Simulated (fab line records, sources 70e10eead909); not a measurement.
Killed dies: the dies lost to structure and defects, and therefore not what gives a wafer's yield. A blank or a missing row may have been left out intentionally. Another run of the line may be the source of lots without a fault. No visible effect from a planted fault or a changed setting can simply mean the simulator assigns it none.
Chamber matching :: flow nand_harc :: 4 sister chambers for NHARC_A_BONDPAD_ETCH_24 on rie_diel-10
The step etches the open film in CF4/N2, target depth 30 nm, time 72.99 s. 4 wafers are shown with their chamber, then 8 later ones without.

== WAFERS PAIRED WITH THEIR CHAMBERS ==
wafer: L329.1
chamber: 2
showerhead_plenum_p_Torr (Torr): 2.56

wafer: L329.3
chamber: 0
showerhead_plenum_p_Torr (Torr): 2.47

wafer: L336.6
chamber: 3
showerhead_plenum_p_Torr (Torr): 2.74

wafer: L335.1
chamber: 1
showerhead_plenum_p_Torr (Torr): 2.78

== WAFERS WITHOUT THEIR CHAMBER ==
wafer: L335.3
showerhead_plenum_p_Torr (Torr): 2.56

wafer: L335.5
showerhead_plenum_p_Torr (Torr): 2.56

wafer: L337.1
showerhead_plenum_p_Torr (Torr): 2.47

wafer: L337.2
showerhead_plenum_p_Torr (Torr): 2.74

wafer: L337.6
showerhead_plenum_p_Torr (Torr): 2.46

wafer: L343.2
showerhead_plenum_p_Torr (Torr): 2.56

wafer: L343.3
showerhead_plenum_p_Torr (Torr): 2.74

wafer: L343.4
showerhead_plenum_p_Torr (Torr): 2.78

== EACH ONE'S CHAMBER ==
wafer: L335.3
from the rows above: 2
in truth: 2

wafer: L335.5
from the rows above: 2
in truth: 2

wafer: L337.1
from the rows above: 0
in truth: 0

wafer: L337.2
from the rows above: 3
in truth: 3

wafer: L337.6
from the rows above: 0
in truth: 0

wafer: L343.2
from the rows above: 2
in truth: 2

wafer: L343.3
from the rows above: 3
in truth: 3

wafer: L343.4
from the rows above: 1
in truth: 1
8 of 8 placed correctly. From these rows, 0 cannot be placed. 0 placed wrongly.
How it was worked out, from the rows above alone: a wafer's distance from a chamber is the root of the sum, over the readings, of the square of ((its reading less the chamber's mean) divided by the reading's scatter). If the next closest chamber is less than 2 further off than the closest, the wafer can't be placed; otherwise it belongs to the closest. Each chamber's mean is taken over the wafers shown for it. The scatter: root of mean squared gap, hidden wafer to nearest shown wafer, with one shown wafer a chamber.
